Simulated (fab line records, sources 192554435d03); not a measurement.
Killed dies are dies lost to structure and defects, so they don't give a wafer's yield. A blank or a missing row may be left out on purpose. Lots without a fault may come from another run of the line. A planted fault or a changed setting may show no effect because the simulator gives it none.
A struck lot beside a sound one | flow n5_finfet | 16 steps out of a route of 1938
Sound: wafers L882.1, L882.3, L882.6. Struck: wafers L891.2, L891.6. The cause comes at the end.
At each step with rows: each side's tool, then ch and its chambers, then its first start. Under that, the readings that differ: sound wafers | struck wafers | difference of the means | sigmas: that difference in standard deviations of wafers without a fault.
alike: readings whose means differ by less than 2 such deviations, and words and numbers that are the same on both sides. not compared: withheld readings, readings that some wafer has no value for, bounds like >300 that may hide the same value, and numbers for which the record gives no deviation and whose values overlap.
The two part at a step that has a row with sigmas, a row that says differs or no value, or rows on one side only. Numbers that don't overlap but have no deviation are shown without sigmas and don't part them. A reading that every wafer of one side lacks parts them only if that side has two wafers or more.

first, 6 steps without rows for these wafers: N5_MOL_CONTACT_COAG_COAT_78 (resist thk 40 nm); N5_MOL_CONTACT_COAG_EBR_80; N5_MOL_CONTACT_COAG_SOFTBAKE_79 (time 60 s); N5_MOL_CONTACT_COAG_EXPOSE_81 (exposes mask VG, defocus 0 nm); N5_MOL_CONTACT_COAG_PEB_82 (peb time 60 s); N5_MOL_CONTACT_COAG_DEVELOP_83 (develop time 30 s).
N5_MOL_CONTACT_COAG_CD_MEAS_84: target cd 25.1 nm.
  sound on cd_sem-01 ch 0, day 7 02:02; struck on cd_sem-03 ch 0, day 9 10:33
  alike: cd_nm
N5_MOL_CONTACT_COAG_OVL_MEAS_85:
  sound on overlay-02 ch 0, day 7 02:04; struck on overlay-01 ch 0, day 9 10:35
  alike: VG_OVL
N5_MOL_CONTACT_COAG_INSPECT_57: inspects for defects (brightfield).
  sound on defect_inspect-02, day 7 02:08; struck on defect_inspect-01, day 9 10:38
  alike: raw_defect_count
N5_MOL_CONTACT_COAG_DESCUM_88: chemistry O2, time 7 s.
  sound on rie_diel-03 ch 0,1,2, day 7 03:13; struck on rie_diel-03 ch 2, day 9 10:58
  alike: drypump_motor_current_A, oes_product_au, rf_vpp_V, showerhead_plenum_p_Torr, throttle_valve_pct
  not compared: rf_hours_counter_h
N5_MOL_CONTACT_COAG_ETCH_89: etches underlayer in N2/H2, target depth 13 nm, time 10.4 s.
  sound on rie_diel-03 ch 0,1,2, day 7 03:14; struck on rie_diel-03 ch 2, day 9 11:00
  alike: drypump_motor_current_A, etch_rf_on_time_s, oes_product_au, rf_vpp_V, showerhead_plenum_p_Torr, throttle_valve_pct
  not compared: rf_hours_counter_h
N5_MOL_CONTACT_COAG_ETCH_90: etches SiARC in CF4, target depth 13 nm, time 21.7 s.
  sound on rie_diel-03 ch 0,1,2, day 7 03:16; struck on rie_diel-03 ch 2, day 9 11:01
  alike: cf4_flow_sccm, drypump_motor_current_A, etch_rf_on_time_s, oes_product_au, rf_vpp_V, showerhead_plenum_p_Torr, throttle_valve_pct
  not compared: rf_hours_counter_h
N5_MOL_CONTACT_COAG_ALD_131: deposits SiO2, target thk 5 nm, pulse time 1 s, co reactant pulse time 1 s.
  sound on ald_sin-04 ch 1,2,3, day 7 03:20; struck on ald_sin-03 ch 1,2, day 9 11:06
  reading                                            | sound    | struck  | difference | sigmas
  ald_cycles                                         | 35 35 35 | 48 48   | +13        |
  model.SiO2_of_MOL_CONTACT_COAG_ALD_131.thk_nm (nm) | 5 5 5    | 6.8 6.8 | +1.8       |
  alike: heater_power_w, precursor_pulse_height_rel
N5_MOL_CONTACT_COAG_ETCHBACK_132: etches SiO2 in CHF3, target depth 10 nm, time 6.7 s.
  sound on rie_diel-02 ch 0,1,2, day 7 03:31; struck on rie_diel-04 ch 1,2, day 9 11:17
  alike: drypump_motor_current_A, oes_product_au, rf_vpp_V, showerhead_plenum_p_Torr, throttle_valve_pct
  not compared: rf_hours_counter_h
N5_BEOL_M4_RC_MEAS_101:
  the record has rows for the sound wafers here (prober-01 ch 0, day 11 19:10) and none for the struck ones
-- the record jumps here: 9 days lie between the struck wafers' starts before and after (it left off in module BEOL_M4 and takes up again in module PASSIVATION, whose first step shown is number 1936 of the route) --
N5_PASSIVATION_PROBE_49:
  sound on prober-01, day 16 11:57; struck on prober-01, day 18 00:44
  reading                  | sound | struck    | difference | sigmas
  defect_limited_yield (%) | 90.5  | 3.7 3.1   | -87.1      | -62
  killed_at_contacts       | 3     | 1043 1030 | +1034      | +99 or more
  killed_dies              | 112   | 1136 1143 | +1028      | +60
  killed_on_rim            | 19    | 148 150   | +130       | +32
  sort_bin_5_function (%)  | 5.4   | 93.2 92.5 | +87.4      | +87
  sort_n_pass              | 1067  | 44 37     | -1026      | -20
  alike: killed_at_M0_to_M3, killed_at_M4_up, killed_at_front_end, killed_at_other, killed_open, killed_short, sort_bin_6_memory, sort_bin_8_speed

WHERE THEY PART
First at N5_BEOL_M4_RC_MEAS_101; last, within this record, at N5_PASSIVATION_PROBE_49.

WHY: what the simulator had put in
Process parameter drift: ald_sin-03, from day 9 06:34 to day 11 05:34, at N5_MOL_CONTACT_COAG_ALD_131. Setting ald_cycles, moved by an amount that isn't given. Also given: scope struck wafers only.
